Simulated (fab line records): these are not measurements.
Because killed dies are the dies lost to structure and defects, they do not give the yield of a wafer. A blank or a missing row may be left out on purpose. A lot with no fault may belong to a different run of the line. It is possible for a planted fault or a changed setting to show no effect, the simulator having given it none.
fab line records | flow n5-finfet
[record] lots = 24 wafers = 72 last-day = 19
route steps=1938 shown MOL_CONTACT_COAG@581 BEOL_M0_SAQP@634
lots that met no fault: taken from a fault-free run of the same line
start-h: hours from the record's first day to the start of the lot's first wafer shown | wait-h: time in hours since the lot's previous step | " same as the row above | L1.1+2: several wafers, shown together as one row | - value missing, or start not given | * or withheld: withheld | < > ~ a bound
route shown NAME@n: NAME is a module with steps in the file, n the number in the route of the first one | usual: mean and standard deviation over wafers with no fault | same: alike in all rows | chamber/n: place in a boat | sites: each site's reading | _std_site: the standard deviation of these | _edge_site: mean of outer sites minus mean of inner sites | radius-mm: how far each site lies from the wafer's centre | mask NAME#n: copy n | behind: the most recent tool/chamber to have shaped the wafer | hold: cause of the lot's hold/its duration in hours/its outcome | device: whichever transistor did not switch (one of n, p or np) | end of line: the same wafers' tests at the end of the route | a step given without rows: its recipe and nothing more | killed: dies that structure and defects cost at the first sort, which is not the same as the wafer's yield | map: shows each die of a wafer: x if killed, . if not, _ if none is there
set.NAME: setting as actually run; set.NAME@STEP: the setting as run at that earlier step | model.NAME: the simulator's own value behind a step, which no gauge read
steps of the route over a sample of lots; a table a step, a row a wafer
services: a tool's chamber out of use, with start hour (start-h, from the record's first day; less than 0 if before it), hours out, and reason
[[steps]]
[step N5_MOL_CONTACT_COAG_ETCH_91]
[recipe] chemistry = N2/H2 target = SOC target-depth-a = 600 overetch-a = 210 mask-material = SiARC temp-c = 40 time-s = 101.2 ion-energy-ev = 200 pressure-mtorr = 30 source-w = 840 bias-w = 150 n2-flow-sccm = 200 h2-flow-sccm = 200
[usual] drypump-motor-current-A = 6.0/0.5 oes-product-au = 0.67/0.067 rf-vpp-V = 525.6/2.4 showerhead-plenum-p-Torr = 2.61/0.082 throttle-valve-pct = 17.79/0.22
// columns lot.wafer tool chamber start-h wait-h drypump-motor-current-A oes-product-au rf-hours-counter-h rf-vpp-V showerhead-plenum-p-Torr throttle-valve-pct
L074.2 rie-diel-05 3 97.16 0.0 6.4 0.63 160 526.8 2.64 17.84
L074.3 " 1 " " 4.9 0.78 19 522.9 2.48 17.41
L074.5 " 3 " " 6.4 0.63 - 525.2 2.64 17.86
L075.2 rie-diel-05 1 104.32 0.0 4.9 0.77 22 520.7 2.48 17.41
L075.4 " 2 " " 5.9 0.60 202 526.0 2.63 17.60
L075.6 " 2 " " 5.9 0.60 - 524.4 2.63 17.58
L076.1 rie-diel-03 3 109.54 0.0 6.1 0.66 128 523.2 2.55 17.79
L076.2 " 1 " " 6.7 0.65 148 527.1 2.65 17.46
L076.5 " 3 " " 6.1 0.66 - 524.5 2.55 17.78
L077.2 rie-diel-03 3 117.84 0.0 6.1 0.65 131 523.8 2.55 17.79
L077.4 " 1 " " 6.7 0.64 151 527.8 2.65 17.44
L077.6 " 3 " " 6.1 0.66 - 524.6 2.55 17.79
L078.2 rie-diel-05 0 125.09 0.0 5.7 0.64 110 525.4 2.68 18.03
L078.3 " 2 " " 5.9 0.60 209 525.0 2.62 17.59
L078.5 " 1 " " 4.9 0.76 - 521.8 2.48 17.42
L079.1 rie-diel-05 2 127.65 0.0 5.9 0.60 209 526.4 2.62 17.60
L079.2 " 3 " " 6.4 0.62 171 526.8 2.63 17.87
L079.4 " 0 " " 5.7 0.64 112 528.0 2.68 18.03
L080.3 rie-diel-05 0 138.53 0.0 5.7 0.64 114 525.3 2.68 18.02
L080.5 " 3 " " 6.4 0.61 - 527.3 2.63 17.89
L080.6 " 0 " " 5.7 0.64 - 526.0 2.68 18.02
L081.2 rie-diel-02 3 143.10 0.0 5.8 0.70 81 528.6 2.68 17.98
L081.3 " 0 " " 6.2 0.62 169 525.8 2.64 17.79
L081.5 " 0 " " 6.2 0.62 - 526.8 2.64 17.80
L082.1 rie-diel-02 1 146.93 0.0 5.0 0.76 25 523.7 2.50 17.78
L082.3 " 0 " " 6.2 0.62 171 526.0 2.64 17.79
L082.4 " 3 " " 5.8 0.71 83 528.4 2.68 17.96
L083.1 rie-diel-03 1 150.07 0.0 6.7 0.63 165 526.6 2.65 17.46
L083.3 " 3 " " 6.1 0.65 144 523.7 2.54 17.81
L083.5 " 2 " " 5.8 0.75 - 528.1 2.72 18.00
L084.2 rie-diel-02 2 157.22 0.0 6.1 0.58 242 520.3 2.40 18.12
L084.4 " 0 " " 6.2 0.62 175 526.7 2.64 17.83
L084.6 " 2 " " 6.1 0.58 - 519.9 2.40 18.13
L085.1 rie-diel-05 3 169.99 0.0 6.4 0.62 185 526.4 2.62 17.90
L085.4 " 0 " " 5.7 0.63 126 525.7 2.67 18.05
L085.5 " 1 " " 4.9 0.72 - 522.2 2.47 17.44
L086.1 rie-diel-05 2 174.56 0.0 6.0 0.59 225 526.0 2.62 17.62
L086.3 " 0 " " 5.7 0.63 128 526.9 2.67 18.06
L086.4 " 1 " " 4.9 0.73 46 522.2 2.47 17.45
L087.1 rie-diel-02 2 177.33 0.0 6.1 0.59 247 520.3 2.40 18.14
L087.2 " 1 " " 5.0 0.74 35 521.5 2.50 17.80
L087.5 " 1 " " 5.0 0.74 - 523.4 2.50 17.81
L088.2 rie-diel-05 3 181.62 0.0 6.4 0.61 189 526.9 2.62 17.91
L088.3 " 2 " " 5.9 0.59 227 525.9 2.62 17.64
L088.5 " 3 " " 6.4 0.61 - 525.1 2.62 17.91
L089.2 rie-diel-03 3 191.68 0.0 6.2 0.63 161 525.0 2.53 17.85
L089.3 " 2 " " 5.8 0.73 35 528.6 2.71 18.04
L089.4 " 0 " " 6.4 0.78 8 525.8 2.60 17.51
L090.1 rie-diel-03 0 196.63 0.0 6.4 0.78 10 525.0 2.60 17.52
L090.3 " 3 " " 6.1 0.63 162 524.6 2.53 17.85
L090.6 " 3 " " 6.2 0.63 - 522.8 2.53 17.84
L091.2 rie-diel-03 0 204.49 0.0 6.4 0.76 13 527.2 2.60 17.52
L091.5 " 0 " " 6.4 0.77 - 524.3 2.60 17.51
L091.6 " 1 " " 6.7 0.62 - 525.1 2.64 17.50
L092.1 rie-diel-02 3 207.97 0.0 5.8 0.68 102 527.8 2.67 18.03
L092.5 " 2 " " 6.0 0.82 - 529.1 2.72 17.69
L092.6 " 3 " " 5.8 0.69 - 525.0 2.67 18.02
L093.2 rie-diel-02 0 213.69 0.0 6.2 0.60 194 526.3 2.63 17.82
L093.4 " 3 " " 5.8 0.68 104 527.2 2.67 18.01
L093.6 " 2 " " 6.1 0.80 - 528.6 2.71 17.70
L094.2 rie-diel-03 0 217.49 0.0 6.4 0.76 18 524.8 2.60 17.52
L094.5 " 1 " " 6.7 0.62 - 526.3 2.63 17.52
L094.6 " 2 " " 5.8 0.72 - 528.2 2.70 18.07
L095.2 rie-diel-03 1 225.94 0.0 6.7 0.61 192 525.8 2.63 17.52
L095.5 " 0 " " 6.4 0.75 - 525.2 2.59 17.52
L095.6 " 3 " " 6.1 0.62 - 523.6 2.53 17.87
L096.1 rie-diel-05 2 234.86 0.0 5.9 0.58 248 526.2 2.61 17.66
L096.3 " 1 " " 4.9 0.71 70 522.1 2.46 17.49
L096.4 " 0 " " 5.7 0.61 148 525.5 2.66 18.10
L097.2 rie-diel-03 1 236.48 0.0 6.7 0.61 196 526.1 2.63 17.51
L097.3 " 2 " " 5.8 0.71 52 527.6 2.70 18.06
L097.5 " 1 " " 6.7 0.61 - 525.3 2.63 17.52
[step N5_BEOL_M0_SAQP_HM_DEP_02]
[recipe] material = TiN target-thk-a = 120 temp-c = 25 chamber-pressure-pa = 0.49996
[usual] substrate-temp-c = 24.99/0.12 susceptor-temp-C = 24.99/0.1 throttle-valve-pct = 30.6/1.1
// columns lot.wafer tool chamber start-h wait-h substrate-temp-c susceptor-temp-C throttle-valve-pct
L074.2 pvd-sputter-02 - 104.96 1.1 25.09 24.86 28.7
L074.3 " - " " 25.25 24.91 29.4
L074.5 " - " " 25.05 25.07 29.3
L075.2 pvd-sputter-01 - 112.14 1.7 24.91 24.94 30.3
L075.4 " - " " 24.89 24.93 30.6
L075.6 " - " " 25.10 25.07 30.0
L076.1 pvd-sputter-03 - 116.59 1.0 25.02 25.09 29.6
L076.2 " - " " 24.88 24.98 31.5
L076.5 " - " " 25.06 25.01 32.5
L077.2 pvd-sputter-01 - 125.56 1.3 24.98 24.95 30.8
L077.4 " - " " 25.03 25.03 30.2
L077.6 " - " " 24.94 25.01 30.8
L078.2 pvd-sputter-03 - 133.33 1.6 24.98 24.97 32.3
L078.3 " - " " 25.15 25.05 31.7
L078.5 " - " " 24.94 24.95 29.4
L079.1 pvd-sputter-03 - 136.46 1.8 25.04 24.86 31.9
L079.2 " - " " 24.85 25.00 29.2
L079.4 " - " " 25.05 25.21 29.8
L080.3 pvd-sputter-01 - 145.47 0.5 24.94 24.93 29.9
L080.5 " - " " 25.08 24.81 31.2
L080.6 " - " " 24.84 24.77 30.2
L081.2 pvd-sputter-01 - 149.43 0.1 25.08 25.07 30.3
L081.3 " - " " 25.19 24.96 30.5
L081.5 " - " " 25.02 25.00 30.5
L082.1 pvd-sputter-03 - 155.45 1.6 25.01 24.95 31.8
L082.3 " - " " 25.23 25.17 29.4
L082.4 " - " " 24.88 25.14 32.5
L083.1 pvd-sputter-03 - 158.59 1.8 25.08 25.02 31.7
L083.3 " - " " 25.15 25.13 29.2
L083.5 " - " " 24.98 24.88 32.3
L084.2 pvd-sputter-03 - 164.76 1.6 25.05 25.04 31.6
L084.4 " - " " 25.19 25.01 31.6
L084.6 " - " " 24.95 24.99 32.3
L085.1 pvd-sputter-03 - 178.19 2.1 25.01 24.72 29.4
L085.4 " - " " 25.07 24.90 32.2
L085.5 " - " " 24.99 25.05 29.6
L086.1 pvd-sputter-03 - 181.89 1.3 24.96 24.97 32.3
L086.3 " - " " 25.16 24.84 29.9
L086.4 " - " " 25.21 25.01 29.2
L087.1 pvd-sputter-03 - 185.13 1.0 24.96 25.08 29.5
L087.2 " - " " 24.82 24.93 32.2
L087.5 " - " " 24.96 24.96 29.7
L088.2 pvd-sputter-01 - 188.79 0.7 24.75 25.07 30.6
L088.3 " - " " 24.85 25.18 30.1
L088.5 " - " " 25.05 25.17 31.1
L089.2 pvd-sputter-03 - 197.98 0.4 24.96 25.03 31.7
L089.3 " - " " 25.06 25.15 29.5
L089.4 " - " " 24.88 24.94 32.6
L090.1 pvd-sputter-02 - 203.99 1.3 25.01 25.16 29.8
L090.3 " - " " 24.89 24.90 29.2
L090.6 " - " " 25.11 25.05 29.4
L091.2 pvd-sputter-03 - 212.47 2.1 24.99 25.03 32.0
L091.5 " - " " 24.81 24.95 29.2
L091.6 " - " " 24.88 25.03 31.6
L092.1 pvd-sputter-03 - 216.17 1.2 24.75 25.15 32.4
L092.5 " - " " 24.87 24.93 29.0
L092.6 " - " " 24.96 24.89 31.6
L093.2 pvd-sputter-02 - 221.46 1.2 25.14 25.13 29.4
L093.4 " - " " 25.00 25.13 29.1
L093.6 " - " " 25.07 25.13 29.9
L094.2 pvd-sputter-03 - 224.95 1.3 25.01 25.06 29.4
L094.5 " - " " 25.09 24.82 29.8
L094.6 " - " " 25.15 24.90 32.3
L095.2 pvd-sputter-02 - 233.38 1.4 24.86 25.14 30.2
L095.5 " - " " 24.93 24.87 30.1
L095.6 " - " " 24.92 25.02 29.0
L096.1 pvd-sputter-01 - 242.08 0.5 25.00 25.04 30.4
L096.3 " - " " 24.91 24.84 31.0
L096.4 " - " " 24.92 24.97 30.2
L097.2 pvd-sputter-01 - 245.28 0.7 25.08 25.00 30.4
L097.3 " - " " 25.03 24.99 30.2
L097.5 " - " " 24.90 24.96 30.4
[step N5_BEOL_M0_SAQP_PECVD_03]
[recipe] material = SiCN target-thk-a = 120 temp-c = withheld precursor = 3MS/NH3 pressure-torr = 3 rf-w = 202 time-s = 21.1
[usual] showerhead-plenum-p-Torr = 3.661/0.0096 throttle-valve-pct = 9.00/0.26
// columns lot.wafer tool chamber start-h wait-h showerhead-plenum-p-Torr throttle-valve-pct
L074.2 pecvd-04 1 105.08 0.1 3.648 9.27
L074.3 " 2 " " 3.637 9.09
L074.5 " 2 " " 3.651 8.55
L075.2 pecvd-03 2 112.26 0.1 3.656 9.03
L075.4 " 2 " " 3.666 8.96
L075.6 " 0 " " 3.675 9.43
L076.1 pecvd-04 0 116.71 0.1 3.659 8.82
L076.2 " 2 " " 3.651 8.61
L076.5 " 2 " " 3.649 8.79
L077.2 pecvd-04 1 125.69 0.1 3.655 9.08
L077.4 " 1 " " 3.651 9.28
L077.6 " 2 " " 3.646 8.80
L078.2 pecvd-02 0 133.45 0.1 3.665 9.11
L078.3 " 1 " " 3.665 8.83
L078.5 " 2 " " 3.666 9.22
L079.1 pecvd-02 1 136.59 0.1 3.673 8.72
L079.2 " 2 " " 3.664 9.04
L079.4 " 2 " " 3.675 9.42
L080.3 pecvd-03 1 145.59 0.1 3.655 9.04
L080.5 " 2 " " 3.661 8.71
L080.6 " 1 " " 3.657 9.18
L081.2 pecvd-03 0 149.55 0.1 3.673 9.61
L081.3 " 1 " " 3.661 9.35
L081.5 " 0 " " 3.674 9.16
L082.1 pecvd-02 0 155.57 0.1 3.655 9.04
L082.3 " 2 " " 3.664 9.43
L082.4 " 2 " " 3.669 9.07
L083.1 pecvd-02 0 158.71 0.1 3.664 8.85
L083.3 " 2 " " 3.670 9.12
L083.5 " 1 " " 3.663 8.90
L084.2 pecvd-03 2 164.88 0.1 3.660 8.87
L084.4 " 1 " " 3.661 9.37
L084.6 " 2 " " 3.651 8.89
L085.1 pecvd-04 1 178.31 0.1 3.641 9.30
L085.4 " 1 " " 3.653 9.32
L085.5 " 1 " " 3.646 9.34
L086.1 pecvd-02 0 182.01 0.1 3.649 8.88
L086.3 " 1 " " 3.665 9.11
L086.4 " 2 " " 3.675 9.38
L087.1 pecvd-04 1 185.25 0.1 3.652 9.18
L087.2 " 2 " " 3.650 8.86
L087.5 " 1 " " 3.648 8.86
L088.2 pecvd-02 1 188.91 0.1 3.667 8.95
L088.3 " 0 " " 3.656 8.83
L088.5 " 0 " " 3.655 8.77
L089.2 pecvd-03 2 198.10 0.1 3.669 9.06
L089.3 " 0 " " 3.682 9.37
L089.4 " 0 " " 3.676 9.48
L090.1 pecvd-04 2 204.11 0.1 3.645 8.72
L090.3 " 0 " " 3.669 8.69
L090.6 " 2 " " 3.649 8.53
L091.2 pecvd-02 1 212.59 0.1 3.668 8.80
L091.5 " 0 " " 3.671 9.13
L091.6 " 1 " " 3.675 8.87
L092.1 pecvd-03 2 216.29 0.1 3.664 9.03
L092.5 " 1 " " 3.653 9.57
L092.6 " 2 " " 3.654 8.99
L093.2 pecvd-04 1 221.58 0.1 3.649 9.39
L093.4 " 2 " " 3.649 8.76
L093.6 " 1 " " 3.650 9.34
L094.2 pecvd-02 1 225.07 0.1 3.674 8.70
L094.5 " 1 " " 3.664 9.03
L094.6 " 0 " " 3.655 9.11
L095.2 pecvd-02 0 233.50 0.1 3.659 8.95
L095.5 " 1 " " 3.667 8.70
L095.6 " 0 " " 3.657 9.01
L096.1 pecvd-02 0 242.20 0.1 3.658 8.93
L096.3 " 2 " " 3.666 8.83
L096.4 " 1 " " 3.675 8.73
L097.2 pecvd-02 1 245.40 0.1 3.676 8.96
L097.3 " 2 " " 3.669 8.72
L097.5 " 1 " " 3.679 8.73
[step N5_BEOL_M0_SAQP_RECESS_104]
[recipe] chemistry = HF/NH3 target = SiO2 target-depth-a = 180 afs-cycles = 3 temp-c = 30 sublimation-temp-c = 180 sublimation-time-s = 60
[usual] drypump-motor-current-A = 5.5/0.51
// columns lot.wafer tool chamber start-h wait-h drypump-motor-current-A
L074.2 vapor-etch-01 0 108.54 0.1 5.1
L074.3 " 0 " " 5.1
L074.5 " 1 " " 5.5
L075.2 vapor-etch-02 0 114.80 0.1 5.1
L075.4 " 0 " " 5.0
L075.6 " 0 " " 5.0
L076.1 vapor-etch-02 0 119.29 0.1 5.0
L076.2 " 1 " " 6.3
L076.5 " 1 " " 6.3
L077.2 vapor-etch-01 0 128.63 0.1 5.1
L077.4 " 1 " " 5.5
L077.6 " 1 " " 5.5
L078.2 vapor-etch-01 1 136.36 0.1 5.5
L078.3 " 0 " " 5.1
L078.5 " 0 " " 5.1
L079.1 vapor-etch-02 0 140.52 0.1 5.0
L079.2 " 1 " " 6.3
L079.4 " 0 " " 5.1
L080.3 vapor-etch-02 1 148.31 0.2 6.4
L080.5 " 0 " " 5.0
L080.6 " 1 " " 6.4
L081.2 vapor-etch-02 1 152.49 0.1 6.3
L081.3 " 0 " " 5.0
L081.5 " 0 " " 5.0
L082.1 vapor-etch-02 0 158.48 0.1 5.0
L082.3 " 1 " " 6.3
L082.4 " 0 " " 5.0
L083.1 vapor-etch-01 1 161.58 0.1 5.5
L083.3 " 0 " " 5.1
L083.5 " 0 " " 5.1
L084.2 vapor-etch-01 1 168.20 0.2 5.5
L084.4 " 1 " " 5.5
L084.6 " 1 " " 5.5
L085.1 vapor-etch-02 1 181.26 0.1 6.4
L085.4 " 1 " " 6.3
L085.5 " 1 " " 6.3
L086.1 vapor-etch-02 1 184.51 0.1 6.3
L086.3 " 0 " " 5.1
L086.4 " 1 " " 6.3
L087.1 vapor-etch-01 1 188.16 0.1 5.5
L087.2 " 0 " " 5.1
L087.5 " 1 " " 5.5
L088.2 vapor-etch-02 1 192.13 0.1 6.3
L088.3 " 1 " " 6.3
L088.5 " 0 " " 5.1
L089.2 vapor-etch-01 1 200.84 0.1 5.5
L089.3 " 0 " " 5.1
L089.4 " 1 " " 5.5
L090.1 vapor-etch-01 0 207.03 0.1 5.1
L090.3 " 1 " " 5.5
L090.6 " 1 " " 5.5
L091.2 vapor-etch-02 1 215.46 0.1 6.3
L091.5 " 0 " " 5.1
L091.6 " 1 " " 6.4
L092.1 vapor-etch-02 0 219.58 0.1 5.0
L092.5 " 1 " " 6.3
L092.6 " 0 " " 5.0
L093.2 vapor-etch-01 0 224.10 0.1 5.1
L093.4 " 1 " " 5.5
L093.6 " 0 " " 5.1
L094.2 vapor-etch-01 0 228.18 0.1 5.1
L094.5 " 1 " " 5.5
L094.6 " 0 " " 5.1
L095.2 vapor-etch-02 0 236.59 0.1 5.0
L095.5 " 1 " " 6.3
L095.6 " 0 " " 5.0
L096.1 vapor-etch-01 0 244.96 0.1 5.1
L096.3 " 0 " " 5.1
L096.4 " 1 " " 5.5
L097.2 vapor-etch-01 0 248.92 0.1 5.1
L097.3 " 1 " " 5.5
L097.5 " 0 " " 5.1
[step N5_BEOL_M0_SAQP_CD_MEAS_29]
[recipe] target-cd-nm = 14.4 landing-energy-ev = 1000 detector = se-inlens
[usual] cd-nm = 15.00/0.22
// columns lot.wafer tool chamber start-h wait-h cd-nm
L074.2 cd-sem-03 0 110.08 0.1 14.87
L074.3 " 0 " " 14.95
L074.5 " 0 " " 15.11
L075.2 cd-sem-01 0 118.38 0.1 14.80
L075.4 " 0 " " 15.17
L075.6 " 0 " " 15.10
L076.1 cd-sem-01 0 121.15 0.1 15.20
L076.2 " 0 " " 15.11
L076.5 " 0 " " 15.22
L077.2 cd-sem-01 0 130.27 0.1 15.05
L077.4 " 0 " " 14.72
L077.6 " 0 " " 14.95
L078.2 cd-sem-02 0 137.86 0.1 14.73
L078.3 " 0 " " 15.29
L078.5 " 0 " " 14.78
L079.1 cd-sem-03 0 142.02 0.1 14.96
L079.2 " 0 " " 14.57
L079.4 " 0 " " 14.75
L080.3 cd-sem-03 0 149.83 0.1 14.86
L080.5 " 0 " " 15.28
L080.6 " 0 " " 15.48
L081.2 cd-sem-03 0 154.13 0.1 14.91
L081.3 " 0 " " 14.93
L081.5 " 0 " " 14.98
L082.1 cd-sem-01 0 160.05 0.1 14.95
L082.3 " 0 " " 15.12
L082.4 " 0 " " 15.35
L083.1 cd-sem-03 0 163.08 0.1 14.97
L083.3 " 0 " " 15.11
L083.5 " 0 " " 15.00
L084.2 cd-sem-01 0 170.06 0.1 15.08
L084.4 " 0 " " 15.29
L084.6 " 0 " " 15.11
L085.1 cd-sem-01 0 183.49 0.1 15.11
L085.4 " 0 " " 15.04
L085.5 " 0 " " 14.96
L086.1 cd-sem-03 0 186.02 0.1 15.09
L086.3 " 0 " " 14.52
L086.4 " 0 " " 14.82
L087.1 cd-sem-03 0 191.65 0.1 14.76
L087.2 " 0 " " 14.60
L087.5 " 0 " " 15.05
L088.2 cd-sem-03 0 194.09 0.1 15.21
L088.3 " 0 " " 15.09
L088.5 " 0 " " 15.14
L089.2 cd-sem-02 0 202.36 0.1 14.97
L089.3 " 0 " " 14.71
L089.4 " 0 " " 15.04
L090.1 cd-sem-02 0 208.84 0.1 14.86
L090.3 " 0 " " 15.24
L090.6 " 0 " " 15.07
L091.2 cd-sem-02 0 217.11 0.1 14.86
L091.5 " 0 " " 14.97
L091.6 " 0 " " 14.60
L092.1 cd-sem-03 0 221.40 0.1 14.67
L092.5 " 0 " " 15.39
L092.6 " 0 " " 15.00
L093.2 cd-sem-01 0 225.64 0.1 14.87
L093.4 " 0 " " 15.01
L093.6 " 0 " " 14.88
L094.2 cd-sem-02 0 229.79 0.1 14.75
L094.5 " 0 " " 15.22
L094.6 " 0 " " 14.63
L095.2 cd-sem-02 0 238.24 0.1 14.87
L095.5 " 0 " " 14.95
L095.6 " 0 " " 15.28
L096.1 cd-sem-03 0 248.16 0.1 14.94
L096.3 " 0 " " 15.39
L096.4 " 0 " " 14.99
L097.2 cd-sem-02 0 251.93 0.1 15.41
L097.3 " 0 " " 15.00
L097.5 " 0 " " 15.47
[step N5_BEOL_M0_SAQP_CUT_ETCH_46]
[recipe] chemistry = N2/H2 target = SOC target-depth-a = 1350 overetch-a = 270 temp-c = 40 time-s = 202.5 ion-energy-ev = 200 mask-material = SiARC pressure-mtorr = 30 source-w = 840 bias-w = 150 n2-flow-sccm = 200 h2-flow-sccm = 200
[usual] drypump-motor-current-A = 5.8/0.61 rf-vpp-V = 524.1/2.4 showerhead-plenum-p-Torr = 2.55/0.085 throttle-valve-pct = 17.79/0.21
// columns lot.wafer tool chamber start-h wait-h drypump-motor-current-A rf-hours-counter-h rf-vpp-V showerhead-plenum-p-Torr throttle-valve-pct
L074.2 rie-diel-04 3 110.72 0.0 5.9 7 526.7 2.60 17.57
L074.3 " 1 " " 5.9 122 527.5 2.67 17.85
L074.5 " 3 " " 5.9 - 526.4 2.60 17.56
L075.2 rie-diel-01 1 118.89 0.0 6.8 55 525.2 2.58 17.70
L075.4 " 3 " " 5.4 238 522.1 2.50 17.77
L075.6 " 2 " " 4.9 - 520.7 2.45 17.81
L076.1 rie-diel-04 3 121.86 0.0 5.9 11 524.1 2.60 17.57
L076.2 " 1 " " 5.9 127 526.7 2.66 17.84
L076.5 " 3 " " 5.9 - 525.0 2.60 17.57
L077.2 rie-diel-04 1 131.84 0.0 5.9 131 527.9 2.66 17.86
L077.4 " 0 " " 5.3 1 528.3 2.72 17.52
L077.6 " 1 " " 5.9 - 525.6 2.66 17.85
L078.2 rie-diel-04 1 138.38 0.0 5.9 133 525.8 2.66 17.87
L078.3 " 0 " " 5.4 3 528.5 2.72 17.53
L078.5 " 2 " " 6.2 - 522.7 2.45 18.01
L079.1 rie-diel-04 0 142.66 0.0 5.4 4 528.3 2.72 17.54
L079.2 " 1 " " 5.9 135 528.4 2.66 17.86
L079.4 " 3 " " 5.9 19 525.1 2.59 17.59
L080.3 rie-diel-01 3 150.34 0.0 5.4 249 521.1 2.49 17.77
L080.5 " 0 " " 5.5 - 525.6 2.59 17.64
L080.6 " 1 " " 6.8 - 524.0 2.58 17.73
L081.2 rie-diel-04 1 154.77 0.0 5.9 139 526.8 2.66 17.86
L081.3 " 3 " " 5.9 23 526.7 2.59 17.60
L081.5 " 0 " " 5.3 - 527.3 2.72 17.54
L082.1 rie-diel-06 2 160.69 0.0 6.6 2 524.5 2.60 17.81
L082.3 " 0 " " 6.3 18 526.4 2.60 17.61
L082.4 " 3 " " 5.1 196 521.2 2.42 18.18
L083.1 rie-diel-04 0 163.75 0.0 5.4 11 528.4 2.72 17.54
L083.3 " 2 " " 6.2 128 520.8 2.45 18.03
L083.5 " 1 " " 5.9 - 525.9 2.66 17.87
L084.2 rie-diel-06 2 170.70 0.0 6.6 5 525.7 2.60 17.83
L084.4 " 3 " " 5.1 199 521.0 2.42 18.18
L084.6 " 2 " " 6.6 - 526.2 2.60 17.82
L085.1 rie-diel-06 0 184.01 0.0 6.3 25 525.5 2.60 17.62
L085.4 " 2 " " 6.6 - 525.8 2.60 17.84
L085.5 " 0 " " 6.3 - 524.5 2.60 17.63
L086.1 rie-diel-01 1 186.53 0.0 6.8 79 524.2 2.57 17.76
L086.3 " 2 " " 4.9 144 520.5 2.44 17.85
L086.4 " 3 " " 5.4 4 523.5 2.49 17.38
L087.1 rie-diel-04 2 192.46 0.0 6.2 136 520.5 2.44 18.03
L087.2 " 3 " " 5.9 34 524.7 2.59 17.60
L087.5 " 3 " " 5.9 - 524.6 2.59 17.60
L088.2 rie-diel-06 1 195.00 0.0 5.0 204 523.3 2.52 17.83
L088.3 " 2 " " 6.6 12 526.3 2.60 17.83
L088.5 " 2 " " 6.6 - 527.0 2.60 17.84
L089.2 rie-diel-06 1 202.87 0.0 5.0 207 523.3 2.52 17.85
L089.3 " 2 " " 6.6 14 525.5 2.60 17.84
L089.4 " 0 " " 6.3 31 525.8 2.60 17.62
L090.1 rie-diel-06 2 209.62 0.0 6.6 16 526.7 2.60 17.84
L090.3 " 0 " " 6.3 33 525.2 2.60 17.65
L090.6 " 0 " " 6.3 - 524.5 2.60 17.62
L091.2 rie-diel-06 0 217.94 0.0 6.3 35 525.8 2.60 17.65
L091.5 " 2 " " 6.6 - 524.8 2.60 17.85
L091.6 " 3 " " 5.1 - 519.6 2.41 18.24
L092.1 rie-diel-01 1 221.91 0.0 6.7 90 523.9 2.57 17.77
L092.5 " 1 " " 6.7 - 523.9 2.57 17.75
L092.6 " 0 " " 5.5 - 524.4 2.58 17.68
L093.2 rie-diel-01 1 226.56 0.0 6.8 91 524.9 2.57 17.76
L093.4 " 2 " " 4.9 158 521.8 2.44 17.85
L093.6 " 3 " " 5.4 - 523.3 2.49 17.41
L094.2 rie-diel-06 1 230.60 0.0 4.9 215 525.4 2.51 17.86
L094.5 " 2 " " 6.6 - 525.6 2.59 17.85
L094.6 " 1 " " 4.9 - 524.5 2.51 17.86
L095.2 rie-diel-06 2 239.10 0.0 6.6 26 525.4 2.59 17.87
L095.5 " 3 " " 5.1 - 520.3 2.41 18.23
L095.6 " 2 " " 6.6 - 524.8 2.59 17.87
L096.1 rie-diel-01 0 248.71 0.0 5.4 90 523.9 2.57 17.69
L096.3 " 1 " " 6.8 100 525.4 2.57 17.76
L096.4 " 3 " " 5.4 - 521.9 2.48 17.43
L097.2 rie-diel-01 0 252.47 0.0 5.4 92 524.2 2.57 17.69
L097.3 " 3 " " 5.4 26 523.9 2.48 17.42
L097.5 " 1 " " 6.8 - 523.7 2.56 17.77
[[services]]
// columns tool chamber start-h hours kind
rie-diel-06 - 92.89 0.4 repair
pecvd-03 - 98.90 2.8 pm
rie-diel-03 - 99.11 2.8 pm
rie-diel-06 2 114.51 5.9 repair
rie-diel-06 - 116.53 12.6 repair
rie-diel-02 3 127.94 2.0 repair
pvd-sputter-01 - 139.40 1.8 repair
vapor-etch-01 - 141.96 0.2 repair
pecvd-02 - 149.75 5.7 repair
pecvd-03 - 154.73 0.5 repair
vapor-etch-01 0 165.60 16.3 repair
pecvd-03 2 179.72 4.0 repair
rie-diel-06 1 183.64 4.6 repair
vapor-etch-01 1 184.70 0.9 repair
rie-diel-05 3 191.40 1.4 repair
rie-diel-01 0 196.72 1.8 repair
rie-diel-01 1 196.83 5.2 repair
pecvd-04 - 200.31 1.6 repair
rie-diel-06 - 213.84 2.8 pm
rie-diel-03 1 222.81 2.7 repair
rie-diel-04 - 228.29 14.6 pm
vapor-etch-02 - 240.19 15.6 pm
rie-diel-01 2 247.70 9.1 repair
rie-diel-05 2 248.47 1.5 repair
[[key]]
fault none
